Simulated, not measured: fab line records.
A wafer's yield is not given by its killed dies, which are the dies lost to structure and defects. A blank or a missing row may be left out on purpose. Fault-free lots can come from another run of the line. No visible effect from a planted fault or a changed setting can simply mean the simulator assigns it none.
Problem report, 8D (eight disciplines) form, completed by code :: flow nand_harc :: the parts of the form that need people (team, actions taken, sign-off) are left out

1. THE ISSUE
At NHARC_P_ZERO_WELL_INSPECT_43, raw_defect_count averages 287 over 6 wafers from 2 lots, while fault-free wafers read 12, standard deviation 5.4. That puts it +51 standard deviations away from the usual mean.
First seen on wafer L742.4, day 7 03:34, on defect_inspect-01. At this step, 36 wafers from 12 lots have a number in the record. Rule for "out", or "out of limits": more than 4 standard deviations from the usual mean. All remaining wafers that have a number are taken as sound.

2. WHAT IT IS, AND WHAT IT ISN'T
question: which readings at this step
is: raw_defect_count
is not: -

question: which lots
is: L742, L744
is not: L730, L731, L733, L735, L737, L739, L741, L743, L750, L752

question: which wafers of those lots
is: all that have a number
is not: -

question: read on which gauges
is: defect_inspect-01, defect_inspect-02
is not: -

question: when
is: from day 7 03:34
is not: up to then (21 sound wafers); but 9 sound wafers of L743, L750, L752 came after

3. THE SUSPECTS, EACH WITH WHAT RULES IT OUT
Counting: any tool at a process step up to the reading is kept as a suspect provided that every lot that is out went through it and no sound lot did after the first of them.
- the gauge at NHARC_P_ZERO_WELL_INSPECT_43 is ruled out. 2 gauges (defect_inspect-01, defect_inspect-02) read the wafers that are out.
- pecvd-02 at NHARC_P_ZERO_WELL_PECVD_02 (deposits SiO2, target thk 10 nm): ruled out as a lasting fault. Following L742 (day 6 20:34), the first lot on it that is out, the sound lots L752 were run on it.
Left after counting: nothing in the record.

4. THE CAUSE (what the simulator had put in)
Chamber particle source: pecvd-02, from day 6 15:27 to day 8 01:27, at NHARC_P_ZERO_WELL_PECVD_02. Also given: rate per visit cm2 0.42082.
Counting ruled it out, wrongly: the rule takes a fault to strike every lot that its tool runs from its start on, and this one did not.

5. SEQUENCE OF EFFECTS, ordered by route
One row per reading whose mean, taken over the struck wafers that have a number, lies over 3 standard deviations from the usual. Only readings whose record carries a usual standard deviation are examined. hours: median over the lots of the time between each lot's start at the first step of this table that gives one and its start at this step. sigmas: the change, counted in usual standard deviations.
hours: 0
step: NHARC_P_ZERO_WELL_INSPECT_43
reading: raw_defect_count
usual: 12
on struck wafers: 287
change: +275
sigmas: +51

hours: 16
step: NHARC_P_STI_INSPECT_11
reading: raw_defect_count
usual: 5.7
on struck wafers: 282.5
change: +276.8
sigmas: +95

hours: 532
step: NHARC_END_SORT_01
reading: killed_at_periphery
usual: 3.9
on struck wafers: 65.8
change: +61.9
sigmas: +24

hours: 532
step: NHARC_END_SORT_01
reading: killed_dies
usual: 60
on struck wafers: 108
change: +48
sigmas: +4.0
Later measuring or inspecting steps at which every struck wafer that the step has a row for has a number for every such reading, and none has moved that far: NHARC_P_STI_CD_MEAS_09, NHARC_P_GATE_CD_MEAS_91.

6. HOW IT WOULD HAVE BEEN CAUGHT EARLIER
12 hours passed between the start of the fault at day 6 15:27 and the first reading out of limits at a measuring or inspecting step in this record, taken at day 7 03:34.
